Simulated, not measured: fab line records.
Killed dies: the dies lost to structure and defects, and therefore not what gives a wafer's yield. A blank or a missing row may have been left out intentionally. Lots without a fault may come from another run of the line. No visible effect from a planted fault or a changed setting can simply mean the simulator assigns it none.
Matching of chambers ; flow nand harc ; NHARC_P_CONTACT_DEP_30 on pecvd-03 has 3 sister chambers
The step deposits SiNx, target thk 30 nm. 22 wafers are shown with their chamber, then 11 later ones without.

WAFERS PAIRED WITH THEIR CHAMBERS
wafer;chamber;heater power w (W)
L077.1;2;739
L077.2;0;727
L077.3;1;805
L078.1;2;831
L078.4;2;834
L078.5;0;742
L079.4;0;700
L079.5;2;723
L079.6;1;782
L084.2;0;745
L084.4;2;763
L084.6;1;803
L087.2;2;749
L087.3;0;727
L087.4;0;701
L088.2;0;733
L088.3;1;740
L088.6;0;738
L091.1;2;736
L091.3;1;825
L091.4;0;723
L092.1;0;640

SIGNATURES, as means of the wafers listed above
reading;chamber 0;chamber 1;chamber 2;scatter within a chamber
heater power w;717.60;791.00;767.86;36.7
Rule: for a wafer and a chamber, the distance is found by dividing, reading by reading, the gap between the wafer's reading and the chamber's mean by the reading's scatter, squaring, summing and taking the root. The wafer belongs to the nearest chamber; if the next one is less than 2 further off, it can't be placed. The scatter: take each reading less its chamber's mean, square it, sum over the shown wafers, divide by the number of wafers less the number of chambers, and take the root.

WAFERS WITH NO CHAMBER GIVEN
wafer;heater power w (W)
L092.5;645
L092.6;667
L093.1;801
L093.3;842
L093.5;763
L095.1;818
L095.4;799
L095.5;778
L097.1;754
L097.4;738
L097.5;766

WHICH CHAMBER EACH ONE RAN IN
wafer;from the rows above;in truth
L092.5;can't be placed: 0 or 2 or 1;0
L092.6;can't be placed: 0 or 2 or 1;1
L093.1;can't be placed: 1 or 2 or 0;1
L093.3;can't be placed: 1 or 2 or 0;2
L093.5;can't be placed: 2 or 1 or 0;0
L095.1;can't be placed: 1 or 2 or 0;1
L095.4;can't be placed: 1 or 2 or 0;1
L095.5;can't be placed: 2 or 1 or 0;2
L097.1;can't be placed: 2 or 0 or 1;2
L097.4;can't be placed: 0 or 2 or 1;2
L097.5;can't be placed: 2 or 1 or 0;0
Correct placement for 0 of the 11. Unplaceable from these rows: 11, with the true chamber sitting among the candidates in 11. Number placed wrongly: 0.
